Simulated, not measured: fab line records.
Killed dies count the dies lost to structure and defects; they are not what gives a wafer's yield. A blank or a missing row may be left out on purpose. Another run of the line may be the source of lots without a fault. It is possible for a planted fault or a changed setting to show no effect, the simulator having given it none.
Which of the tools did it? / flow n5Finfet / at 1 step of a route of 1938, 12 lots with 36 wafers sampled

WHAT EACH GAUGE READ, for each wafer
N5_BEOL_M10_INSPECT_58: inspects for defects (darkfield).
lot=L075; measured=day 10 02:45; on=defectInspect-02; rawDefectCount=81 94 151
lot=L078; measured=day 10 15:19; on=defectInspect-02; rawDefectCount=49 60 45
lot=L080; measured=day 11 00:08; on=defectInspect-01; rawDefectCount=45 93 71
lot=L082; measured=day 12 03:04; on=defectInspect-02; rawDefectCount=42 50 36
lot=L083; measured=day 12 07:25; on=defectInspect-01; rawDefectCount=42 53 24
lot=L085; measured=day 12 19:35; on=defectInspect-02; rawDefectCount=29 81 74
lot=L087; measured=day 13 09:20; on=defectInspect-02; rawDefectCount=28 51 47
lot=L088; measured=day 13 18:58; on=defectInspect-02; rawDefectCount=90 81 51
lot=L091; measured=day 14 05:58; on=defectInspect-02; rawDefectCount=61 73 56
lot=L093; measured=day 15 00:29; on=defectInspect-01; rawDefectCount=75 91 58
lot=L095; measured=day 15 18:19; on=defectInspect-01; rawDefectCount=103 87 91
lot=L096; measured=day 15 23:10; on=defectInspect-01; rawDefectCount=41 62 57

EACH LOT AND THE TOOL THAT RAN IT (in order: tool; ch and the chambers of the sampled wafers; start)
Record: no process step prior to these readings.

THE ANSWER, worked out from the rows above alone
Rule: the usual values come from the lots themselves. Put in order of their means at a reading, lots are off if they are a third of the lots or fewer, leave a main group of 4 or more, and stand apart from it by a gap of 3 or more times the standard deviation of the main group's means; of several such gaps the widest counts. The tables above print the reading to a certain number of digits; a main group whose means all agree to those digits is not used. A lot without any number at a reading at which 4 lots or more have one is off too. All remaining lots with rows at the step are treated as sound.
No lot is off at any reading shown: from this, nothing can be told.

WHAT WAS PUT IN BY THE SIMULATOR
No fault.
